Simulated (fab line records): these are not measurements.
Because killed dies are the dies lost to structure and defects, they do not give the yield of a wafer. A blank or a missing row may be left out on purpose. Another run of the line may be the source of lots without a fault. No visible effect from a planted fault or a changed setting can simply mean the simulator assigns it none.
fab line records	flow nand_harc
[record] lots = 13	wafers = 39	last_day = 24
route steps=1159 shown A_ZERO_WELL@401 A_ONON_D1@426 END@1159
lots with no fault: from the same line, run without faults
start_h: start of the lot's first displayed wafer, in hours after the record's first day	wait_h: time in hours since the lot's previous step	" same as the row above	L1.1+2: a row that stands for several wafers	- no value, or no start given	* or withheld: withheld	< > ~ a bound
route shown NAME@n: names a module that has steps shown in the file, with the first one's number in the route	usual: mean/standard deviation taken from wafers without a fault	same: alike in all rows	chamber/n: place in a boat	sites: each site's reading	_std_site: standard deviation of those values	_edge_site: inner sites' mean taken away from outer sites' mean	radius_mm: how far each site lies from the wafer's centre	mask NAME#n: copy n	behind: the most recent tool/chamber to have shaped the wafer	hold: what put the lot on hold/how long, in hours/how the hold closed	device: the transistor (n, p or np) that didn't switch	end of line: tests run on the same wafers once the route is complete	a step with no rows: only its recipe	killed: dies that structure and defects cost at the first sort, which is not the same as the wafer's yield	map: the dies of a wafer, with x for killed, . for not killed, _ for no die there
set.NAME: the setting the step ran with; set.NAME@STEP: the setting that earlier step ran with	model.NAME: the simulator's own value behind a step, which no gauge read
a sample of lots followed through the steps of the route, with each step as a table and each wafer as a row
services: the hour from which a tool's chamber was out of use, counted from the record's first day as start_h (under 0 if before that day), plus the number of hours and why
[[steps]]
[step NHARC_A_ZERO_WELL_CD_MEAS_10]
[recipe] target_cd_nm = 2000	landing_energy_ev = 500
[usual] cd_nm = 2000.0/1.5
lot.wafer	tool	chamber	start_h	wait_h	cd_nm
L827.2	cd_sem-03	0	148.79	-	1999.7
L827.5	"	0	"	"	1999.9
L827.6	"	0	"	"	2000.1
L826.3	cd_sem-01	0	149.40	-	2000.6
L826.4	"	0	"	"	1999.5
L826.5	"	0	"	"	1998.6
L828.3	cd_sem-01	0	161.26	-	2000.7
L828.5	"	0	"	"	2002.2
L828.6	"	0	"	"	2000.2
L832.1	cd_sem-03	0	173.83	-	2001.5
L832.2	"	0	"	"	2001.2
L832.6	"	0	"	"	2000.9
L833.2	cd_sem-02	0	188.84	-	2000.5
L833.4	"	0	"	"	2000.8
L833.6	"	0	"	"	2000.1
L835.1	cd_sem-02	0	198.25	-	2001.5
L835.5	"	0	"	"	2000.0
L835.6	"	0	"	"	1998.3
L841.1	cd_sem-01	0	233.77	-	1999.1
L841.3	"	0	"	"	1997.1
L841.5	"	0	"	"	1997.5
L844.2	cd_sem-03	0	240.24	-	2000.7
L844.3	"	0	"	"	2001.1
L844.6	"	0	"	"	2000.2
L843.1	cd_sem-03	0	240.65	-	2001.6
L843.4	"	0	"	"	2001.9
L843.6	"	0	"	"	1999.6
L845.1	cd_sem-03	0	252.64	-	2000.7
L845.3	"	0	"	"	2000.4
L845.5	"	0	"	"	2001.9
L846.3	cd_sem-02	0	257.79	-	1997.0
L846.5	"	0	"	"	1998.7
L846.6	"	0	"	"	1999.0
L847.1	cd_sem-03	0	258.58	-	2000.4
L847.2	"	0	"	"	1998.0
L847.3	"	0	"	"	1998.4
L848.2	cd_sem-03	0	275.14	-	2000.6
L848.3	"	0	"	"	2001.2
L848.5	"	0	"	"	2000.2
[step NHARC_A_ZERO_WELL_INSPECT_17]
[usual] raw_defect_count = 11/6.1
lot.wafer	tool	chamber	start_h	wait_h	raw_defect_count
L827.2	defect_inspect-01	-	150.52	0.1	14
L827.5	"	-	"	"	17
L827.6	"	-	"	"	6
L826.3	defect_inspect-02	-	150.92	0.1	13
L826.4	"	-	"	"	13
L826.5	"	-	"	"	10
L828.3	defect_inspect-01	-	162.86	0.1	5
L828.5	"	-	"	"	6
L828.6	"	-	"	"	9
L832.1	defect_inspect-01	-	175.31	0.2	12
L832.2	"	-	"	"	8
L832.6	"	-	"	"	11
L833.2	defect_inspect-01	-	190.32	0.1	8
L833.4	"	-	"	"	18
L833.6	"	-	"	"	8
L835.1	defect_inspect-02	-	199.73	0.2	4
L835.5	"	-	"	"	14
L835.6	"	-	"	"	9
L841.1	defect_inspect-01	-	235.33	0.2	12
L841.3	"	-	"	"	15
L841.5	"	-	"	"	9
L844.2	defect_inspect-01	-	241.70	0.1	4
L844.3	"	-	"	"	5
L844.6	"	-	"	"	5
L843.1	defect_inspect-01	-	242.11	0.2	8
L843.4	"	-	"	"	10
L843.6	"	-	"	"	18
L845.1	defect_inspect-02	-	254.09	0.2	28
L845.3	"	-	"	"	13
L845.5	"	-	"	"	27
L846.3	defect_inspect-01	-	259.34	0.1	11
L846.5	"	-	"	"	4
L846.6	"	-	"	"	12
L847.1	defect_inspect-02	-	260.06	0.2	6
L847.2	"	-	"	"	10
L847.3	"	-	"	"	3
L848.2	defect_inspect-01	-	276.60	0.1	17
L848.3	"	-	"	"	4
L848.5	"	-	"	"	11
[step NHARC_A_ONON_D1_DEP_03]
[recipe] target_thk_a = 10000	n2_flow_sccm = 2750	n2o_flow_sccm = 2000	nh3_flow_sccm = 500	sih4_flow_sccm = 210	temp_c = 400
[usual] n2_flow_sccm = 2749/8.6
lot.wafer	tool	chamber	start_h	wait_h	n2_flow_sccm
L827.2	pecvd_onon-02	0	172.48	0.1	2749
L827.5	"	0	"	"	2744
L827.6	"	0	"	"	2752
L826.3	pecvd_onon-04	0	172.52	0.2	2753
L826.4	"	0	"	"	2763
L826.5	"	0	"	"	2746
L828.3	pecvd_onon-04	0	182.06	0.2	2755
L828.5	"	0	"	"	2755
L828.6	"	0	"	"	2758
L832.1	pecvd_onon-03	0	197.14	0.1	2760
L832.2	"	0	"	"	2741
L832.6	"	0	"	"	2743
L833.2	pecvd_onon-03	0	211.51	0.1	2756
L833.4	"	0	"	"	2739
L833.6	"	0	"	"	2744
L835.1	pecvd_onon-03	0	223.66	0.1	2749
L835.5	"	0	"	"	2760
L835.6	"	0	"	"	2769
L841.1	pecvd_onon-04	0	255.67	0.1	2750
L841.3	"	0	"	"	2742
L841.5	"	0	"	"	2740
L844.2	pecvd_onon-02	0	263.17	0.1	2759
L844.3	"	0	"	"	2752
L844.6	"	0	"	"	2749
L843.1	pecvd_onon-04	0	263.22	0.1	2755
L843.4	"	0	"	"	2750
L843.6	"	0	"	"	2767
L845.1	pecvd_onon-03	0	277.09	0.1	2747
L845.3	"	0	"	"	2745
L845.5	"	0	"	"	2746
L847.1	pecvd_onon-04	0	280.76	0.1	2742
L847.2	"	0	"	"	2751
L847.3	"	0	"	"	2730
L846.3	pecvd_onon-03	0	280.83	0.2	2769
L846.5	"	0	"	"	2752
L846.6	"	0	"	"	2758
L848.2	pecvd_onon-03	0	297.37	0.1	2740
L848.3	"	0	"	"	2748
L848.5	"	0	"	"	2745
[step NHARC_A_ONON_D1_THK_MEAS_05]
[recipe] thk_meas_gauge = ellipsometry
[usual] thk_nm = 1002/8.8
lot.wafer	tool	chamber	start_h	wait_h	thk_nm
L826.3	film_metro-02	-	172.92	-	1002
L826.4	"	-	"	"	1001
L826.5	"	-	"	"	1002
L827.2	film_metro-02	-	172.93	-	994
L827.5	"	-	"	"	997
L827.6	"	-	"	"	998
L828.3	film_metro-01	-	182.46	-	1007
L828.5	"	-	"	"	1007
L828.6	"	-	"	"	1006
L832.1	film_metro-02	-	197.65	-	983
L832.2	"	-	"	"	984
L832.6	"	-	"	"	983
L833.2	film_metro-02	-	211.96	-	446
L833.4	"	-	"	"	444
L833.6	"	-	"	"	444
L835.1	film_metro-01	-	224.18	-	437
L835.5	"	-	"	"	437
L835.6	"	-	"	"	438
L841.1	film_metro-02	-	256.21	-	1015
L841.3	"	-	"	"	1014
L841.5	"	-	"	"	1016
L844.2	film_metro-01	-	263.62	-	994
L844.3	"	-	"	"	995
L844.6	"	-	"	"	994
L843.1	film_metro-02	-	263.73	-	1000
L843.4	"	-	"	"	1000
L843.6	"	-	"	"	1001
L845.1	film_metro-01	-	277.60	-	1001
L845.3	"	-	"	"	1002
L845.5	"	-	"	"	1001
L846.3	film_metro-02	-	281.23	-	1000
L846.5	"	-	"	"	999
L846.6	"	-	"	"	998
L847.1	film_metro-01	-	281.27	-	1002
L847.2	"	-	"	"	1003
L847.3	"	-	"	"	1004
L848.2	film_metro-01	-	297.82	-	1012
L848.3	"	-	"	"	1011
L848.5	"	-	"	"	1012
[step NHARC_A_ONON_D1_DEP_33]
[recipe] target_thk_a = 2000	temp_c = 400	pressure_torr = 6.5	rf_w = 900	teos_flow_sccm = 161.4	flow_sccm = 2650	target_thk_nm = 200	gas = O2	material = SiO2
[usual] flow_sccm = 2650/8.8	heater_power_w = 586/48	throttle_valve_pct = 16.1/0.56
lot.wafer	tool	chamber	start_h	wait_h	flow_sccm	heater_power_w	throttle_valve_pct
L826.3	pecvd-04	0	185.38	0.1	2639	532	15.8
L826.4	"	1	"	"	2656	607	16.7
L826.5	"	0	"	"	2647	558	15.5
L827.2	pecvd-03	2	185.49	0.1	2653	707	15.5
L827.5	"	0	"	"	2655	559	16.2
L827.6	"	2	"	"	2658	526	15.5
L828.3	pecvd-03	2	194.84	0.1	2653	541	15.9
L828.5	"	1	"	"	2627	540	16.1
L828.6	"	0	"	"	2662	532	16.1
L832.1	pecvd-03	2	208.83	0.1	2666	640	15.5
L832.2	"	0	"	"	2662	557	16.0
L832.6	"	2	"	"	2662	659	15.6
L833.2	pecvd-03	2	224.15	0.2	2654	590	15.9
L833.4	"	0	"	"	2659	512	16.3
L833.6	"	1	"	"	2648	586	16.0
L835.1	pecvd-04	1	236.88	0.1	2630	507	16.9
L835.6	"	1	"	"	2636	510	16.6
L835.5	"	0	"	"	2658	589	15.5
L841.1	pecvd-04	2	267.48	0.1	2636	554	16.3
L841.3	"	0	"	"	2655	564	15.6
L841.5	"	2	"	"	2652	577	16.1
L844.2	pecvd-04	2	275.82	0.1	2650	624	16.1
L844.3	"	0	"	"	2658	601	15.5
L844.6	"	0	"	"	2660	606	15.7
L843.1	pecvd-02	1	276.17	0.4	2647	587	15.8
L843.6	"	0	"	"	2651	516	17.0
L843.4	"	1	"	"	2654	608	15.9
L845.1	pecvd-04	0	288.75	0.1	2649	490	15.7
L845.3	"	2	"	"	2672	616	16.2
L845.5	"	0	"	"	2641	495	15.8
L847.1	pecvd-02	0	292.36	0.1	2644	629	17.1
L847.2	"	1	"	"	2644	699	16.1
L847.3	"	2	"	"	2636	668	15.1
L846.3	pecvd-04	0	292.45	0.1	2648	591	15.6
L846.5	"	2	"	"	2640	667	16.1
L846.6	"	0	"	"	2657	600	15.9
L848.2	pecvd-04	2	310.99	0.1	2648	536	16.3
L848.3	"	0	"	"	2659	557	15.8
L848.5	"	0	"	"	2668	568	15.6
[step NHARC_END_SORT_01]
[recipe] temp_c = 25
[usual] killed_at_array = 24/7.4	killed_at_other = 0.5/0.81	killed_at_periphery = 3.4/2.3	killed_dies = 28/8	killed_open = 3.4/1.8	killed_short = 2.0/1.4
[same] gross_dies = 677
lot.wafer	tool	chamber	start_h	wait_h	killed_at_array	killed_at_other	killed_at_periphery	killed_dies	killed_open	killed_short
L833.2	prober-01	0	489.05	2.8	676	0	1	677	3	1
L833.4	prober-01	0	490.64	3.4	675	1	1	677	0	1
L833.6	prober-01	0	492.23	4.0	675	1	1	677	2	3
L835.1	prober-01	0	497.45	2.5	670	0	7	677	3	1
L835.5	prober-01	0	500.69	3.7	668	0	9	677	5	2
L835.6	prober-01	0	501.49	4.0	670	0	7	677	4	2
L844.2	prober-02	0	547.02	2.8	34	0	9	43	3	2
L844.3	prober-02	0	547.81	3.1	28	0	6	34	4	3
L844.6	prober-02	0	550.20	4.0	22	0	7	29	3	0
// killed by level:class
L833.2 A_ONON_D1:area_dep=649 A_SLIT:chamber_film_flake=8 A_CHANNEL_HOLE_D1:chamber_film_flake=7 A_CONTACT:chamber_film_flake=7 A_CONTACT:geometric_particle:open=2 A_WL_FILL:geometric_particle:short=1 A_M1:geometric_particle:open=1 P_GATE:chamber_film_flake=1
L833.4 A_ONON_D1:area_dep=643 A_CHANNEL_HOLE_D1:chamber_film_flake=14 A_CONTACT:chamber_film_flake=8 A_SLIT:chamber_film_flake=7 A_STAIRCASE:chamber_film_flake=2 A_WL_FILL:geometric_particle:short=1 P_BONDPAD:chamber_film_flake=1 THIN_TSV:chamber_film_flake=1
L833.6 A_ONON_D1:area_dep=636 A_CHANNEL_HOLE_D1:chamber_film_flake=16 A_SLIT:chamber_film_flake=14 A_WL_FILL:geometric_particle:short=2 A_CONTACT:geometric_particle:open=2 A_STAIRCASE:chamber_film_flake=2 A_CONTACT:chamber_film_flake=2 A_CHANNEL_FILL_D1:geometric_particle:short=1
L835.1 A_ONON_D1:area_dep=640 A_SLIT:chamber_film_flake=12 P_ZERO_WELL:chamber_film_flake=5 A_CONTACT:chamber_film_flake=5 A_CHANNEL_HOLE_D1:chamber_film_flake=4 A_WL_FILL:chamber_film_flake=4 A_CONTACT:geometric_particle:open=2 A_STAIRCASE:chamber_film_flake=2
L835.5 A_ONON_D1:area_dep=644 A_SLIT:chamber_film_flake=10 A_CHANNEL_HOLE_D1:chamber_film_flake=4 A_CONTACT:chamber_film_flake=4 P_ZERO_WELL:chamber_film_flake=3 P_GATE:geometric_particle:open=1 P_CONTACT:geometric_particle:short=1 P_M1:geometric_particle:open=1
L835.6 A_ONON_D1:area_dep=643 A_SLIT:chamber_film_flake=12 P_ZERO_WELL:chamber_film_flake=5 A_CHANNEL_HOLE_D1:chamber_film_flake=3 A_STAIRCASE:chamber_film_flake=3 A_CONTACT:geometric_particle:open=2 A_WL_FILL:chamber_film_flake=2 A_CHANNEL_FILL_D1:geometric_particle:open=1
L844.2 A_CHANNEL_HOLE_D1:chamber_film_flake=15 P_GATE:chamber_film_flake=8 A_SLIT:chamber_film_flake=6 A_CONTACT:chamber_film_flake=5 A_STAIRCASE:chamber_film_flake=3 P_M0:geometric_particle:open=1 A_SOURCE_PLATE:geometric_particle:short=1 A_ONON_D1:geometric_particle:short=1
L844.3 A_SLIT:chamber_film_flake=8 A_CHANNEL_HOLE_D1:chamber_film_flake=7 P_GATE:chamber_film_flake=4 A_STAIRCASE:chamber_film_flake=4 A_CONTACT:chamber_film_flake=4 A_ONON_D1:geometric_particle:short=2 P_CONTACT:geometric_particle:short=1 P_M0:geometric_particle:open=1
L844.6 A_SLIT:chamber_film_flake=8 A_CONTACT:chamber_film_flake=5 A_CHANNEL_HOLE_D1:chamber_film_flake=4 P_STI:chamber_film_flake=3 A_STAIRCASE:chamber_film_flake=3 P_GATE:chamber_film_flake=2 P_CONTACT:geometric_particle:open=1 P_M2:geometric_particle:open=1
[[services]]
tool	chamber	start_h	hours	kind
pecvd-02	-	153.04	13.0	pm
pecvd-02	0	153.04	13.0	vent_cycle
pecvd_onon-03	-	153.16	13.0	pm
pecvd-03	2	156.12	5.9	repair
pecvd-04	-	195.32	13.0	pm
pecvd-04	0	195.32	13.0	vent_cycle
pecvd-04	1	195.32	13.0	vent_cycle
pecvd-04	2	195.32	13.0	vent_cycle
pecvd-04	0	208.32	-	clean
pecvd-04	1	208.32	-	clean
pecvd-04	2	208.32	-	clean
pecvd_onon-04	-	237.01	13.0	pm
pecvd-03	0	255.90	2.6	repair
pecvd-04	-	267.95	0.8	repair
pecvd_onon-02	-	272.42	1.3	repair
pecvd-02	-	290.31	1.0	repair
pecvd-03	-	292.24	13.0	pm
pecvd-03	0	292.24	13.0	vent_cycle
pecvd-03	1	292.24	13.0	vent_cycle
pecvd-03	2	292.24	13.0	vent_cycle
pecvd_onon-02	-	292.38	13.0	pm
pecvd-03	0	305.24	-	clean
pecvd-03	1	305.24	-	clean
pecvd-03	2	305.24	-	clean
[[key]]
[first_sign] step = NHARC_A_ONON_D1_THK_MEAS_05	reading = thk_nm	direction = down	sigmas = 63	usual = 1002	struck = 441
[effect] step = NHARC_END_SORT_01	reading = killed_at_array	direction = up	sigmas = 87	usual = 24	struck = 672
[more_kills_born_at] NHARC_A_ONON_D1_DEP_03@pecvd_onon-03 = 3855
met_at NHARC_A_ONON_D1_DEP_03
struck_lots L833,L835
later_rows_left_out L833.2,L833.4,L833.6,L835.1,L835.5,L835.6
tester_left_out L833,L835
not_acting_at NHARC_A_ZERO_WELL_CD_MEAS_10,NHARC_A_ZERO_WELL_INSPECT_17,NHARC_A_ONON_D1_DEP_33
onset_between 197.14 211.51
[fault] kind = process_parameter_drift	tool = pecvd_onon-03	chamber = -	onset_h = 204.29	steps = NHARC_A_ONON_D1_DEP_03	channel = target_thk_a	offset = *	shape = step	end_h = 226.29	acts_in = *	stated = *
// tester_left_out: of these lots the tester's yield and bins aren't shown, on N5 and GAA mostly nor the transistor test; their killed dies are dies lost to structure and defects alone, not to doping, threshold or leakage, so they don't give the yield
// later_rows_left_out: the simulator's readings of these wafers behind a module that went badly wrong aren't trusted and aren't shown, but for the sort
